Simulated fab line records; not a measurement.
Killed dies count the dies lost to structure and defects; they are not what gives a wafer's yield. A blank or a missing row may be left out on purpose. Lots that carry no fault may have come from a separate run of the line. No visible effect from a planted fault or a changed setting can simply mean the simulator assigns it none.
fab line records	flow nandHarc	part 2 of 2: steps 24 to 31 of 31
record: lots: 5	wafers: 15	lastDay: 24
route steps=1159 shown A_CHANNEL_FILL_D1@517 A_STAIRCASE@519
lots untouched by any fault: they come from a run of this same line in which no faults occurred
startH: start of the lot's first displayed wafer, in hours after the record's first day	waitH: time in hours since the lot's previous step	" unchanged from the row above	L1.1+2: one row covering several wafers at once	- no value, or no start given	* or withheld: withheld	< > ~ a bound
route shown NAME@n: NAME is a module with steps in the file, n the number in the route of the first one	usual: average and standard deviation across the fault-free wafers	same: alike in all rows	chamber/n: place in a boat	sites: per-site readings	_std_site: how widely they spread, as a standard deviation	_edge_site: the outer-site mean with the inner-site mean subtracted	radiusMm: how far each site lies from the wafer's centre	mask NAME#n: copy n	behind: the tool/chamber that last shaped the wafer	hold: why the lot was held/for how many hours/how that ended	device: the n, p or np transistor that did not switch	end of line: the tests these same wafers got at the end of their route	a step given without rows: its recipe and nothing more	killed: the dies lost at the first sort to structure and to defects; this is not the yield of the wafer	map: the dies of a wafer, with x for killed, . for not killed, _ for no die there
set.NAME: setting as actually run; set.NAME@STEP: the setting as run at that earlier step	model.NAME: the simulator's own value behind a step, which no gauge read
lots at some steps of the route; a table a step, a row a wafer
services: from which hour (startH, from the record's first day; less than 0 if before it) a tool's chamber was out of use, for how many hours, and why
== steps ==
step: NHARC_A_STAIRCASE_EBR_05
usual: resistLineTempC: 23.00/0.12
lot.wafer	tool	chamber	startH	waitH	resistLineTempC
L085.1	lithoTrack-05	0	-	-	23.01
L085.2	"	0	"	"	23.08
L085.3	"	0	"	"	23.12
L086.1	lithoTrack-03	0	-	-	23.04
L086.3	"	0	"	"	23.12
L086.5	"	0	"	"	23.11
L088.2	lithoTrack-05	0	-	-	22.83
L088.3	"	0	"	"	22.80
L088.4	"	0	"	"	23.00
L095.1	lithoTrack-03	0	-	-	22.88
L095.3	"	0	"	"	22.79
L095.4	"	0	"	"	23.04
L097.3	lithoTrack-07	0	-	-	22.93
L097.5	"	0	"	"	23.01
L097.6	"	0	"	"	23.00
step: NHARC_A_STAIRCASE_EXPOSE_06
recipe: na: 0.5	doseMj: 25.43	maskId: STAIR
lot.wafer	tool	chamber	startH	waitH	mask
L085.1+2+3	krfScanner-04	0	314.73	-	STAIR#0
L086.1+3+5	krfScanner-03	0	318.02	-	STAIR#0
L088.2+3+4	krfScanner-02	0	326.98	-	STAIR#0
L095.1+3+4	krfScanner-04	0	354.44	-	STAIR#0
L097.3+5+6	krfScanner-03	0	378.09	-	STAIR#0
step: NHARC_A_STAIRCASE_PEB_07
recipe: pebTempC: 115	pebTimeS: 130
usual: heaterPowerTotalW: 123.85/0.21	resistLineTempC: 22.99/0.095
lot.wafer	tool	chamber	startH	waitH	heaterPowerTotalW	resistLineTempC
L085.1	lithoTrack-03	0	314.79	0.1	123.72	22.93
L085.2	"	0	"	"	123.98	23.00
L085.3	"	0	"	"	123.96	23.03
L086.1	lithoTrack-03	0	318.09	0.1	124.00	22.88
L086.3	"	0	"	"	123.77	22.93
L086.5	"	0	"	"	123.70	23.02
L088.2	lithoTrack-05	0	327.04	0.1	123.74	22.85
L088.3	"	0	"	"	124.06	23.01
L088.4	"	0	"	"	124.07	22.85
L095.1	lithoTrack-05	0	354.51	0.1	123.89	23.08
L095.3	"	0	"	"	123.75	23.10
L095.4	"	0	"	"	123.77	23.02
L097.3	lithoTrack-05	0	378.15	0.1	124.04	23.06
L097.5	"	0	"	"	123.56	22.99
L097.6	"	0	"	"	123.48	23.08
step: NHARC_A_STAIRCASE_DEVELOP_08
recipe: timeS: 140
usual: resistLineTempC: 22.99/0.11
lot.wafer	tool	chamber	startH	waitH	resistLineTempC
L085.1	lithoTrack-03	0	-	-	22.81
L085.2	"	0	"	"	22.79
L085.3	"	0	"	"	22.81
L086.1	lithoTrack-03	0	-	-	22.86
L086.3	"	0	"	"	22.81
L086.5	"	0	"	"	22.97
L088.2	lithoTrack-05	0	-	-	23.03
L088.3	"	0	"	"	23.01
L088.4	"	0	"	"	23.12
L095.1	lithoTrack-05	0	-	-	22.96
L095.3	"	0	"	"	22.86
L095.4	"	0	"	"	22.84
L097.3	lithoTrack-05	0	-	-	22.98
L097.5	"	0	"	"	23.13
L097.6	"	0	"	"	23.07
step: NHARC_A_STAIRCASE_HARDBAKE_10
recipe: tempC: 120	timeS: 140
usual: heaterPowerTotalW: 127.34/0.23	resistLineTempC: 22.99/0.1
lot.wafer	tool	chamber	startH	waitH	heaterPowerTotalW	resistLineTempC
L085.1	lithoTrack-07	0	315.02	-	127.40	22.89
L085.2	"	0	"	"	127.45	23.03
L085.3	"	0	"	"	127.31	22.91
L086.1	lithoTrack-05	0	318.31	-	127.45	23.06
L086.3	"	0	"	"	127.04	23.02
L086.5	"	0	"	"	127.27	23.06
L088.2	lithoTrack-07	0	327.27	-	127.29	22.88
L088.3	"	0	"	"	127.38	23.03
L088.4	"	0	"	"	127.02	22.82
L095.1	lithoTrack-05	0	354.73	-	127.33	22.84
L095.3	"	0	"	"	127.12	22.82
L095.4	"	0	"	"	127.29	22.69
L097.3	lithoTrack-03	0	378.37	-	127.29	22.95
L097.5	"	0	"	"	127.57	23.02
L097.6	"	0	"	"	127.30	22.96
step: NHARC_A_STAIRCASE_DESCUM_11
recipe: timeS: 3	o2FlowSccm: 200	arFlowSccm: 0	biasPowerW: 0	chemistry: O2
usual: drypumpMotorCurrentA: 5.6/0.45	oesProductAu: 0.999/0.011	rfVppV: 57.9/0.86	showerheadPlenumPTorr: 1.92/0.096	throttleValvePct: 11.311/0.0097
lot.wafer	tool	chamber	startH	waitH	drypumpMotorCurrentA	oesProductAu	rfHoursCounterH	rfVppV	showerheadPlenumPTorr	throttleValvePct
L085.2	rieDiel-10	2	315.12	-	5.3	1.001	44	58.3	1.87	11.323
L085.1	"	3	"	"	6.1	1.001	46	57.5	1.78	11.316
L085.3	"	1	"	"	5.1	1.005	46	58.2	1.97	11.328
L086.1	rieDiel-09	3	318.41	-	5.7	1.017	20	57.4	1.79	11.322
L086.3	"	1	"	"	4.8	1.000	18	57.1	1.99	11.313
L086.5	"	2	"	"	5.5	1.024	-	57.7	1.91	11.296
L088.3	rieDiel-11	0	327.37	-	6.4	0.987	50	59.1	2.06	11.309
L088.4	"	2	"	"	6.0	0.980	40	57.5	2.06	11.323
L088.2	"	3	"	"	5.5	0.997	41	58.3	1.96	11.320
L095.1	rieDiel-11	2	354.82	-	5.9	0.982	50	57.6	2.06	11.313
L095.4	"	3	"	"	5.5	1.004	51	57.9	1.96	11.320
L095.3	"	1	"	"	5.9	0.990	57	57.4	1.80	11.303
L097.3	rieDiel-11	2	379.18	-	6.0	1.001	2	59.7	2.06	11.300
L097.5	"	2	"	"	6.0	0.992	-	57.5	2.06	11.310
L097.6	"	3	"	"	5.5	0.993	-	56.6	1.96	11.292
step: NHARC_A_STAIRCASE_TRIM_12
recipe: timeS: 211.2	o2FlowSccm: 500	arFlowSccm: 0	biasW: 0	chemistry: O2
usual: drypumpMotorCurrentA: 5.6/0.48	oesProductAu: 0.999/0.011	rfVppV: 57.8/0.97	showerheadPlenumPTorr: 3.54/0.16	throttleValvePct: 17.037/0.009
lot.wafer	tool	chamber	startH	waitH	drypumpMotorCurrentA	oesProductAu	rfHoursCounterH	rfVppV	showerheadPlenumPTorr	throttleValvePct
L085.2	rieDiel-10	2	315.21	0.1	5.3	1.003	44	57.3	3.45	17.032
L085.1	"	3	"	"	6.1	0.999	46	58.5	3.30	17.032
L085.3	"	1	"	"	5.1	1.012	46	58.3	3.62	17.034
L086.3	rieDiel-09	2	318.50	0.1	5.5	1.019	18	57.0	3.52	17.048
L086.1	"	0	"	"	5.5	0.987	20	57.8	3.45	17.039
L086.5	"	1	"	"	4.8	0.998	-	58.5	3.66	17.040
L088.2	rieDiel-11	0	327.51	0.1	6.5	0.969	51	57.7	3.78	17.049
L088.3	"	1	"	"	6.0	0.984	46	56.7	3.34	17.062
L088.4	"	3	"	"	5.5	0.989	41	58.5	3.62	17.037
L095.4	rieDiel-11	3	354.92	0.1	5.5	1.021	51	57.3	3.61	17.055
L095.3	"	0	"	"	6.5	0.989	60	58.7	3.77	17.049
L095.1	"	1	"	"	5.9	0.996	57	57.2	3.34	17.040
L097.3	rieDiel-11	3	379.33	0.1	5.5	1.001	2	58.1	3.60	17.039
L097.5	"	0	"	"	6.5	0.981	-	58.5	3.77	17.038
L097.6	"	1	"	"	6.0	0.999	-	56.7	3.33	17.026
step: NHARC_A_STAIRCASE_ETCH_13
recipe: targetDepthA: 1000	timeS: 40.5	ionEnergyEv: 400	c4f8FlowSccm: 20	o2FlowSccm: 10	arFlowSccm: withheld	rfW: 600	biasW: 1000	chemistry: C4F8/O2
usual: oesProductAu: 0.937/0.015	rfVppV: 896/5.9
lot.wafer	tool	chamber	startH	waitH	oesProductAu	rfHoursCounterH	rfVppV
L085.1	rieDiel-10	3	-	-	0.920	46	888
L085.3	"	1	"	"	0.924	46	899
L085.2	"	2	"	"	0.928	44	892
L086.1	rieDiel-09	3	-	-	0.959	20	889
L086.3	"	2	"	"	0.958	18	895
L086.5	"	3	"	"	0.955	-	889
L088.4	rieDiel-11	3	-	-	0.940	41	899
L088.3	"	1	"	"	0.927	46	888
L088.2	"	2	"	"	0.924	40	905
L095.4	rieDiel-11	3	-	-	0.952	51	899
L095.1	"	1	"	"	0.957	57	888
L095.3	"	2	"	"	0.926	51	904
L097.3	rieDiel-11	3	-	-	0.940	3	899
L097.5	"	2	"	"	0.938	-	904
L097.6	"	3	"	"	0.933	-	898
== services ==
tool	chamber	startH	hours	kind
pecvd-03	-	292.29	13.0	pm
krfScanner-02	-	294.98	0.4	repair
rieDiel-11	0	297.21	-	clean
rieDiel-11	1	297.21	-	clean
krfScanner-04	-	298.72	4.0	pm
rtpAnneal-02	-	300.00	12.0	pm
pecvd-02	0	302.36	5.4	repair
rieDiel-11	1	303.45	4.2	repair
wetBench-01	-	304.93	2.2	repair
wetBench-06	-	305.60	8.0	pm
rieDiel-10	1	321.61	9.0	repair
wetBench-01	-	326.89	3.2	repair
rieDiel-10	2	332.57	1.5	repair
pecvd-02	-	334.13	13.0	pm
krfScanner-03	-	340.00	4.0	pm
rieDiel-10	-	353.52	9.0	pm
rieDiel-09	3	361.78	33.2	repair
lithoTrack-07	-	364.00	7.0	pm
rieDiel-11	-	366.57	9.0	pm
plasmaAsher-02	-	366.65	9.0	pm
pecvd-02	-	369.29	1.5	repair
lithoTrack-05	-	372.75	-	consumableReplace:filter
wetBench-05	-	372.80	8.0	pm
pecvd-04	-	376.13	13.0	pm
